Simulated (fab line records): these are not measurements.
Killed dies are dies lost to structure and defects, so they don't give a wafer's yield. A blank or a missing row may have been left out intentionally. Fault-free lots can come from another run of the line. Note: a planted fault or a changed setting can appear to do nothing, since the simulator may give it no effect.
fab line records	flow nand_harc
record lots=12	wafers=36	last_day=24
route steps=1159 shown P_M0@283 P_M1@301 END@1159
lots that met no fault: from a run of the same line without faults
start_h: hours from the record's first day to the start of the lot's first wafer shown	wait_h: hours elapsed since this lot's preceding step	" identical to the entry in the row above	L1.1+2: several wafers, shown together as one row	- either no value or no given start	* or withheld: withheld	< > ~ a bound
route shown NAME@n: NAME is a module with steps in the file, n the number in the route of the first one	usual: mean/standard deviation of fault-free wafers	same: alike in all rows	chamber/n: place in a boat	sites: each site's reading	_std_site: standard deviation of those values	_edge_site: the outer-site mean with the inner-site mean subtracted	radius_mm: how far each site lies from the wafer's centre	mask NAME#n: copy n	behind: tool/chamber where the wafer was last shaped	hold: why the lot was held/for how many hours/how that ended	device: whichever transistor did not switch (one of n, p or np)	end of line: the tests these same wafers got at the end of their route	a step without rows: its recipe alone	killed: dies lost to structure and defects at the first sort, not the wafer's yield	map: dies across one wafer; x = killed, . = not, _ = none there
set.NAME: the run value of the setting; set.NAME@STEP: its run value at that earlier step	model.NAME: the simulator's own value behind a step, which no gauge read
the route's steps for a sample of lots (tables are steps, rows are wafers)
services: a tool's chamber out of use, with start hour (start_h, from the record's first day; less than 0 if before it), hours out, and reason
## steps
# step NHARC_P_M0_PRE_CLEAN_31
# recipe time_s=12	temp_c=370	rf_power_w=300	gas=NH3
# usual heater_power_w=628/79
lot.wafer	tool	chamber	start_h	wait_h	heater_power_w	since_wet_clean_h
L445.1	pecvd-02	2	112.03	0.1	726	127
L445.3	"	0	"	"	482	127
L445.4	"	2	"	"	732	-
L447.1	pecvd-02	2	121.66	0.1	721	137
L447.2	"	1	"	"	589	137
L447.6	"	0	"	"	530	-
L446.3	pecvd-02	0	122.01	0.1	566	137
L446.5	"	1	"	"	557	-
L446.4	"	2	"	"	784	-
L448.2	pecvd-03	2	139.55	0.1	561	16
L448.1	"	0	"	"	612	16
L448.4	"	2	"	"	540	-
L450.3	pecvd-04	1	149.20	0.1	712	122
L450.1	"	0	"	"	778	122
L450.5	"	0	"	"	754	-
L451.1	pecvd-03	1	154.99	0.1	701	31
L451.4	"	0	"	"	687	-
L451.5	"	1	"	"	684	-
L455.3	pecvd-03	2	176.97	0.1	589	53
L455.5	"	1	"	"	650	-
L455.4	"	2	"	"	607	-
L457.3	pecvd-02	1	197.00	0.1	540	31
L457.1	"	2	"	"	671	31
L457.5	"	0	"	"	502	-
L459.2	pecvd-03	2	197.13	0.1	588	73
L459.3	"	1	"	"	617	73
L459.4	"	1	"	"	620	-
L464.1	pecvd-04	1	228.85	0.1	711	21
L464.3	"	0	"	"	737	21
L464.5	"	2	"	"	563	-
L465.2	pecvd-03	2	239.18	0.1	586	115
L465.6	"	1	"	"	631	-
L465.4	"	0	"	"	713	-
L466.1	pecvd-02	0	248.84	0.5	525	83
L466.4	"	1	"	"	569	-
L466.6	"	2	"	"	696	-
# step NHARC_P_M1_CD_MEAS_16
# usual cd_nm=130.1/0.74
lot.wafer	tool	chamber	start_h	wait_h	cd_nm
L445.1	cd_sem-02	-	113.73	-	131.0
L445.3	"	-	"	"	129.7
L445.4	"	-	"	"	130.5
L447.1	cd_sem-01	-	123.33	-	130.6
L447.2	"	-	"	"	130.0
L447.6	"	-	"	"	130.4
L446.3	cd_sem-03	-	123.81	-	129.6
L446.4	"	-	"	"	129.7
L446.5	"	-	"	"	128.9
L448.1	cd_sem-02	-	141.40	-	129.3
L448.2	"	-	"	"	130.6
L448.4	"	-	"	"	129.1
L450.1	cd_sem-03	-	151.02	-	130.1
L450.3	"	-	"	"	128.8
L450.5	"	-	"	"	129.2
L451.1	cd_sem-02	-	156.87	-	129.5
L451.4	"	-	"	"	128.1
L451.5	"	-	"	"	129.1
L455.3	cd_sem-03	-	178.78	-	130.5
L455.4	"	-	"	"	130.4
L455.5	"	-	"	"	130.0
L457.1	cd_sem-01	-	199.09	-	129.7
L457.3	"	-	"	"	128.9
L457.5	"	-	"	"	129.7
L459.2	cd_sem-03	-	199.41	-	129.1
L459.3	"	-	"	"	130.1
L459.4	"	-	"	"	130.6
L464.1	cd_sem-01	-	230.58	-	130.0
L464.3	"	-	"	"	130.5
L464.5	"	-	"	"	130.2
L465.2	cd_sem-03	-	240.99	-	129.7
L465.4	"	-	"	"	129.6
L465.6	"	-	"	"	129.8
L466.1	cd_sem-02	-	250.66	-	130.2
L466.4	"	-	"	"	129.8
L466.6	"	-	"	"	128.6
# step NHARC_P_M1_ETCH_28
# recipe target_depth_a=300	over_etch_frac=0.3	time_s=72.99	ion_energy_ev=150	cf4_flow_sccm=50	n2_flow_sccm=100	ar_flow_sccm=150	rf_w=300	bias_w=100	chemistry=CF4/N2
# usual drypump_motor_current_A=5.7/0.37	n2_flow_sccm=100.1/0.34	oes_product_au=1.000/0.0093	over_etch_frac=0.3/0	rf_vpp_V=314.6/2.1	showerhead_plenum_p_Torr=2.65/0.12	throttle_valve_pct=19.794/0.0086
lot.wafer	tool	chamber	start_h	wait_h	drypump_motor_current_A	n2_flow_sccm	oes_product_au	over_etch_frac	rf_hours_counter_h	rf_vpp_V	showerhead_plenum_p_Torr	throttle_valve_pct
L445.4	rie_diel-01	1	114.04	-	6.0	99.7	1.013	0.3	4	312.8	2.54	19.790
L445.1	"	2	"	"	5.0	100.4	1.007	0.3	4	314.4	2.65	19.799
L445.3	"	0	"	"	5.3	99.9	1.019	0.3	3	316.9	2.74	19.803
L447.1	rie_diel-01	1	123.65	-	6.1	99.6	1.008	0.3	4	312.2	2.54	19.784
L447.2	"	2	"	"	5.0	100.4	1.004	0.3	4	313.4	2.65	19.793
L447.6	"	0	"	"	5.3	99.5	1.016	0.3	-	316.3	2.74	19.806
L446.3	rie_diel-12	1	124.12	-	5.2	100.1	1.006	0.3	5	318.3	2.82	19.792
L446.4	"	0	"	"	5.7	100.2	1.004	0.3	5	313.2	2.56	19.813
L446.5	"	2	"	"	5.5	99.9	0.995	0.3	-	316.5	2.71	19.793
L448.4	rie_diel-12	3	141.72	-	5.9	100.7	0.995	0.3	8	316.7	2.80	19.783
L448.2	"	0	"	"	5.7	100.5	1.014	0.3	6	313.0	2.56	19.786
L448.1	"	1	"	"	5.2	99.9	1.007	0.3	6	317.3	2.82	19.795
L450.3	rie_diel-08	2	151.34	-	6.2	100.1	1.006	0.3	1	312.1	2.46	19.798
L450.1	"	3	"	"	5.5	99.9	0.997	0.3	2	315.8	2.80	19.791
L450.5	"	1	"	"	5.6	100.0	1.010	0.3	-	313.8	2.58	19.794
L451.4	rie_diel-08	0	157.22	-	6.1	100.0	1.003	0.3	2	315.5	2.69	19.805
L451.1	"	1	"	"	5.6	100.4	1.009	0.3	2	313.4	2.58	19.792
L451.5	"	2	"	"	6.2	100.1	0.998	0.3	-	310.6	2.46	19.792
L455.4	rie_diel-08	1	179.09	-	5.6	100.3	1.008	0.3	4	312.5	2.58	19.787
L455.3	"	0	"	"	6.1	99.7	0.994	0.3	4	315.7	2.68	19.800
L455.5	"	2	"	"	6.2	100.7	0.998	0.3	-	311.1	2.46	19.792
L457.3	rie_diel-08	0	199.40	-	6.1	100.5	0.994	0.3	4	314.9	2.68	19.794
L457.1	"	2	"	"	6.2	100.2	1.001	0.3	5	310.9	2.46	19.796
L457.5	"	1	"	"	5.7	100.2	1.008	0.3	-	313.3	2.58	19.804
L459.2	rie_diel-12	1	199.77	-	5.2	99.8	0.984	0.3	11	317.6	2.82	19.788
L459.3	"	3	"	"	5.9	100.1	0.995	0.3	12	316.6	2.80	19.802
L459.4	"	0	"	"	5.7	100.2	1.004	0.3	-	312.5	2.55	19.780
L464.3	rie_diel-08	1	230.90	-	5.6	100.3	1.005	0.58205	8	313.2	2.58	19.794
L464.1	"	3	"	"	5.5	100.1	0.991	0.3	9	318.7	2.79	19.794
L464.5	"	0	"	"	6.1	99.6	0.995	0.58205	-	315.8	2.68	19.781
L465.2	rie_diel-12	2	241.30	-	5.6	99.9	0.998	0.3	2	315.6	2.71	19.782
L465.4	"	3	"	"	6.0	99.8	0.976	0.3	2	315.9	2.80	19.792
L465.6	"	3	"	"	6.0	100.4	0.982	0.3	-	317.1	2.80	19.802
L466.1	rie_diel-01	2	250.99	-	5.0	100.2	0.993	0.3	3	314.7	2.65	19.794
L466.4	"	3	"	"	6.1	100.4	0.990	0.3	2	311.7	2.48	19.798
L466.6	"	2	"	"	5.0	100.5	0.991	0.3	-	314.1	2.65	19.806
# step NHARC_P_M1_ANNEAL_31
# recipe temp_c=225	time_s=90
# usual wafer_temp_C_max=226.0/0.5
lot.wafer	tool	chamber	start_h	wait_h	wafer_temp_C_max
L445.1	rtp_anneal-01	0	115.19	0.3	226.2
L445.3	"	0	"	"	226.5
L445.4	"	0	"	"	226.8
L447.1	rtp_anneal-02	0	125.15	0.3	225.8
L447.2	"	0	"	"	225.4
L447.6	"	0	"	"	225.8
L446.3	rtp_anneal-02	0	125.58	-	226.1
L446.4	"	0	"	"	225.6
L446.5	"	0	"	"	225.6
L448.1	rtp_anneal-01	0	143.00	0.3	226.8
L448.2	"	0	"	"	226.5
L448.4	"	0	"	"	226.2
L450.1	rtp_anneal-02	0	152.48	0.3	225.3
L450.3	"	0	"	"	225.6
L450.5	"	0	"	"	225.6
L451.1	rtp_anneal-01	0	158.34	0.3	226.8
L451.4	"	0	"	"	226.8
L451.5	"	0	"	"	225.8
L455.3	rtp_anneal-02	0	180.34	-	225.5
L455.4	"	0	"	"	225.5
L455.5	"	0	"	"	225.5
L457.1	rtp_anneal-02	0	200.54	0.3	225.7
L457.3	"	0	"	"	225.7
L457.5	"	0	"	"	225.6
L459.2	rtp_anneal-02	0	200.97	0.4	225.6
L459.3	"	0	"	"	225.7
L459.4	"	0	"	"	225.9
L464.1	rtp_anneal-01	0	232.04	-	226.4
L464.3	"	0	"	"	226.8
L464.5	"	0	"	"	226.3
L465.2	rtp_anneal-02	0	242.49	0.4	225.8
L465.4	"	0	"	"	225.4
L465.6	"	0	"	"	225.5
L466.1	rtp_anneal-02	0	252.13	0.3	225.5
L466.4	"	0	"	"	225.5
L466.6	"	0	"	"	225.7
# step NHARC_END_SORT_01
# recipe temp_c=25
# usual defect_limited_yield=95.4/1.7	killed_at_array=27/11	killed_at_other=0.6/0.89	killed_at_periphery=3.0/2.4	killed_dies=31/12	killed_open=3.2/1.6	killed_short=2.0/1.5	sort_bin_2_pct=1.5/0.69	sort_bin_3_pct=0.23/0.22	sort_bin_4_pct=2.9/1.1	sort_n_pass=646/12	sort_rim_yield_pct=94/3.3	sort_yield_pct=95.4/1.7
# same gross_dies=677	sort_bin_5_pct[%]=0	sort_bin_6_pct[%]=0	sort_bin_7_pct[%]=0	sort_bin_8_pct[%]=0	sort_rim_n_gross=106.00
lot.wafer	tool	chamber	start_h	wait_h	defect_limited_yield[%]	killed_at_array	killed_at_other	killed_at_periphery	killed_dies	killed_open	killed_short	sort_bin_2_pct[%]	sort_bin_3_pct[%]	sort_bin_4_pct[%]	sort_n_pass	sort_rim_yield_pct[%]	sort_yield_pct[%]
L447.1	prober-01	0	449.02	2.5	97.5	16	0	1	17	4	2	0.7	0	1.8	660	98	97.5
L447.2	prober-01	0	449.82	2.8	96.2	23	0	3	26	3	2	1.0	0.44	2.4	651	95	96.2
L447.6	prober-01	0	453.00	4.0	96.6	19	3	1	23	3	2	1.0	0.30	2.1	654	95	96.6
L451.1	prober-02	0	472.58	2.5	96.9	13	0	8	21	6	1	1.2	0	1.9	656	92	96.9
L451.4	prober-02	0	474.99	3.4	96.2	16	2	8	26	5	3	1.3	0.15	2.4	651	96	96.2
L451.5	prober-02	0	475.79	3.7	97.2	17	0	2	19	2	2	1.6	0.15	1.0	658	95	97.2
L455.3	prober-01	0	500.48	3.1	95.0	30	1	3	34	5	2	1.3	0.30	3.4	643	91	95.0
L455.4	prober-01	0	501.29	3.4	95.0	31	0	3	34	2	2	1.5	0.15	3.4	643	97	95.0
L455.5	prober-01	0	502.10	3.7	95.6	25	0	5	30	3	6	1.6	0.44	2.4	647	97	95.6
L459.2	prober-01	0	517.62	2.8	95.3	29	2	1	32	5	3	2.1	0.15	2.5	645	93	95.3
L459.3	prober-01	0	518.42	3.1	94.4	35	0	3	38	3	3	0.6	0.89	4.1	639	94	94.4
L459.4	prober-01	0	519.22	3.4	94.5	30	1	6	37	5	4	1.5	0.44	3.5	640	92	94.5
L464.1	prober-01	0	555.51	2.5	95.6	27	1	2	30	2	1	2.7	0.15	1.6	647	99	95.6
L464.3	prober-01	0	557.10	3.1	96.5	22	1	1	24	2	0	1.3	0	2.2	653	99	96.5
L464.5	prober-01	0	558.69	3.7	96.8	21	0	1	22	0	1	0.4	0.59	2.2	655	99	96.8
L466.1	prober-01	0	563.51	2.5	95.3	26	1	5	32	2	2	2.4	0.59	1.8	645	90	95.3
L466.4	prober-01	0	565.91	3.4	93.5	36	0	8	44	3	0	1.8	0.30	4.4	633	86	93.5
L466.6	prober-01	0	567.52	4.0	94.1	35	2	3	40	1	2	2.1	0.44	3.4	637	90	94.1
# killed by level:class
L447.1 A_SLIT:chamber_film_flake=5 A_CONTACT:chamber_film_flake=4 A_M0:geometric_particle:open=2 P_M0:geometric_particle:open=1 A_CHANNEL_HOLE_D1:geometric_particle:short=1 A_SGD_CUT:geometric_particle:open=1 A_WL_FILL:geometric_particle:short=1 A_CHANNEL_HOLE_D1:chamber_film_flake=1
L447.2 A_SLIT:chamber_film_flake=12 A_CONTACT:chamber_film_flake=4 A_STAIRCASE:chamber_film_flake=2 P_M0:geometric_particle:open=1 P_M1:geometric_particle:short=1 A_CONTACT:geometric_particle:open=1 A_M0:geometric_particle:open=1 A_M1:geometric_particle:short=1
L447.6 A_SLIT:chamber_film_flake=10 HYBRID_BOND:chamber_film_flake=3 A_CONTACT:chamber_film_flake=2 P_CONTACT:geometric_particle:open=1 A_CHANNEL_HOLE_D1:geometric_particle:short=1 A_CHANNEL_HOLE_D1:geometric_particle:open=1 A_CONTACT:geometric_particle:open=1 A_BLC:geometric_particle:short=1
L451.1 A_CHANNEL_HOLE_D1:chamber_film_flake=7 P_M0:geometric_particle:open=3 P_STI:chamber_film_flake=3 A_CONTACT:chamber_film_flake=3 A_CHANNEL_FILL_D1:geometric_particle:open=2 P_CONTACT:geometric_particle:short=1 A_ONON_D1:geometric_particle:open=1 P_M2:chamber_film_flake=1
L451.4 A_CHANNEL_HOLE_D1:chamber_film_flake=6 A_CONTACT:chamber_film_flake=3 P_M0:geometric_particle:open=2 A_ONON_D1:geometric_particle:open=2 A_STAIRCASE:chamber_film_flake=2 A_SLIT:chamber_film_flake=2 THIN_TSV:chamber_film_flake=2 P_CONTACT:geometric_particle:short=1
L451.5 A_CHANNEL_HOLE_D1:chamber_film_flake=7 A_CONTACT:chamber_film_flake=5 A_ONON_D1:geometric_particle:short=1 A_WL_FILL:geometric_particle:open=1 A_CONTACT:geometric_particle:short=1 A_BLC:geometric_particle:open=1 P_ZERO_WELL:chamber_film_flake=1 P_STI:chamber_film_flake=1
L455.3 A_CHANNEL_HOLE_D1:chamber_film_flake=13 A_SGD_CUT:chamber_film_flake=7 A_STAIRCASE:chamber_film_flake=3 P_M0:geometric_particle:short=1 P_M2:geometric_particle:open=1 A_SOURCE_PLATE:geometric_particle:short=1 A_ONON_D1:geometric_particle:open=1 A_CHANNEL_FILL_D1:geometric_particle:open=1
L455.4 A_CHANNEL_HOLE_D1:chamber_film_flake=15 A_STAIRCASE:chamber_film_flake=5 A_SGD_CUT:chamber_film_flake=5 A_CONTACT:chamber_film_flake=4 P_CONTACT:geometric_particle:open=1 P_M0:geometric_particle:open=1 A_CONTACT:geometric_particle:short=1 A_BLC:geometric_particle:short=1
L455.5 A_CHANNEL_HOLE_D1:chamber_film_flake=12 A_ONON_D1:geometric_particle:short=2 A_WL_FILL:geometric_particle:short=2 A_STAIRCASE:chamber_film_flake=2 A_SGD_CUT:chamber_film_flake=2 A_CONTACT:chamber_film_flake=2 P_STI:geometric_particle:short=1 P_M0:geometric_particle:short=1
L459.2 A_SLIT:chamber_film_flake=10 A_CONTACT:chamber_film_flake=5 A_CHANNEL_HOLE_D1:chamber_film_flake=4 A_M0:geometric_particle:open=3 STARTING-WAFER:geometric_particle:short=2 A_STAIRCASE:chamber_film_flake=2 A_M0:chamber_film_flake=2 P_STI:geometric_particle:short=1
L459.3 A_CONTACT:chamber_film_flake=8 A_SLIT:chamber_film_flake=6 A_STAIRCASE:chamber_film_flake=4 A_ZERO_WELL:chamber_film_flake=3 A_SGD_CUT:chamber_film_flake=3 A_WL_FILL:chamber_film_flake=3 A_ONON_D1:geometric_particle:open=2 P_GATE:chamber_film_flake=2
L459.4 A_SLIT:chamber_film_flake=8 A_CHANNEL_HOLE_D1:chamber_film_flake=6 A_SGD_CUT:chamber_film_flake=4 A_WL_FILL:chamber_film_flake=3 P_CONTACT:geometric_particle:open=2 A_CONTACT:chamber_film_flake=2 P_M0:geometric_particle:short=1 A_ONON_D1:geometric_particle:open=1
L464.1 A_CHANNEL_HOLE_D1:chamber_film_flake=18 A_CONTACT:chamber_film_flake=3 A_SGD_CUT:geometric_particle:open=2 A_CHANNEL_FILL_D1:chamber_film_flake=2 A_ONON_D1:geometric_particle:short=1 P_STI:chamber_film_flake=1 P_BONDPAD:chamber_film_flake=1 A_STAIRCASE:chamber_film_flake=1
L464.3 A_CHANNEL_HOLE_D1:chamber_film_flake=15 A_STAIRCASE:chamber_film_flake=2 A_CHANNEL_FILL_D1:chamber_film_flake=2 A_ONON_D1:geometric_particle:open=1 A_CONTACT:geometric_particle:open=1 P_ZERO_WELL:chamber_film_flake=1 A_CONTACT:chamber_film_flake=1 THIN_TSV:chamber_film_flake=1
L464.5 A_CHANNEL_HOLE_D1:chamber_film_flake=18 A_STAIRCASE:chamber_film_flake=2 A_ONON_D1:geometric_particle:short=1 P_BONDPAD:chamber_film_flake=1
L466.1 A_SLIT:chamber_film_flake=13 A_CHANNEL_HOLE_D1:chamber_film_flake=5 A_CHANNEL_FILL_D1:chamber_film_flake=3 P_CONTACT:chamber_film_flake=2 P_GATE:geometric_particle:open=1 P_GATE:geometric_particle:short=1 A_CHANNEL_FILL_D1:geometric_particle:open=1 A_M1:geometric_particle:short=1
L466.4 A_CHANNEL_HOLE_D1:chamber_film_flake=14 A_SLIT:chamber_film_flake=13 P_CONTACT:chamber_film_flake=4 A_CONTACT:chamber_film_flake=4 A_STAIRCASE:chamber_film_flake=3 P_GATE:chamber_film_flake=2 P_CONTACT:geometric_particle:open=1 P_M1:geometric_particle:open=1
L466.6 A_SLIT:chamber_film_flake=15 A_CHANNEL_HOLE_D1:chamber_film_flake=12 A_STAIRCASE:chamber_film_flake=3 A_CONTACT:chamber_film_flake=2 THIN_TSV:chamber_film_flake=2 P_M1:geometric_particle:open=1 A_SOURCE_PLATE:geometric_particle:short=1 A_STAIRCASE:geometric_particle:short=1
## services
tool	chamber	start_h	hours	kind
rie_diel-08	0	90.01	22.7	repair
pecvd-03	-	99.34	0.9	repair
rie_diel-08	1	103.89	-	clean
rie_diel-08	2	103.89	-	clean
rie_diel-08	3	103.89	-	clean
pecvd-03	-	111.03	13.0	pm
pecvd-03	0	111.03	13.0	vent_cycle
pecvd-03	1	111.03	13.0	vent_cycle
pecvd-03	2	111.03	13.0	vent_cycle
pecvd-03	0	124.03	-	clean
rie_diel-08	-	124.80	9.0	pm
rie_diel-01	-	137.80	9.0	pm
pecvd-03	2	143.64	17.0	repair
pecvd-04	-	152.50	0.5	repair
pecvd-02	-	153.02	13.0	pm
rie_diel-01	3	155.04	10.5	repair
pecvd-03	-	157.55	1.4	repair
pecvd-02	1	186.30	4.6	repair
rie_diel-08	0	191.14	2.5	repair
rie_diel-12	2	193.05	9.4	repair
pecvd-04	-	195.00	13.0	pm
rie_diel-12	-	202.42	9.0	pm
pecvd-02	0	220.46	4.2	repair
rie_diel-08	-	251.63	4.7	repair
## key
first_sign step=NHARC_P_M1_ETCH_28	reading=over_etch_frac	direction=up	sigmas=99+	usual=0.3	struck=0.58205
effect none on later readings
met_at NHARC_P_M1_ETCH_28
struck_lots L464
struck_wafers L464.3,L464.5
not_acting_at NHARC_P_M0_PRE_CLEAN_31,NHARC_P_M1_CD_MEAS_16,NHARC_P_M1_ANNEAL_31
onset_between 199.40 230.90
fault kind=process_parameter_drift	tool=rie_diel-08	chamber=-	onset_h=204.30	steps=NHARC_P_M1_ETCH_28	channel=over_etch_frac	offset=0.28205	shape=step	end_h=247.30	scope=struck_wafers_only	acts_in=these_recipes_only	stated=0.3
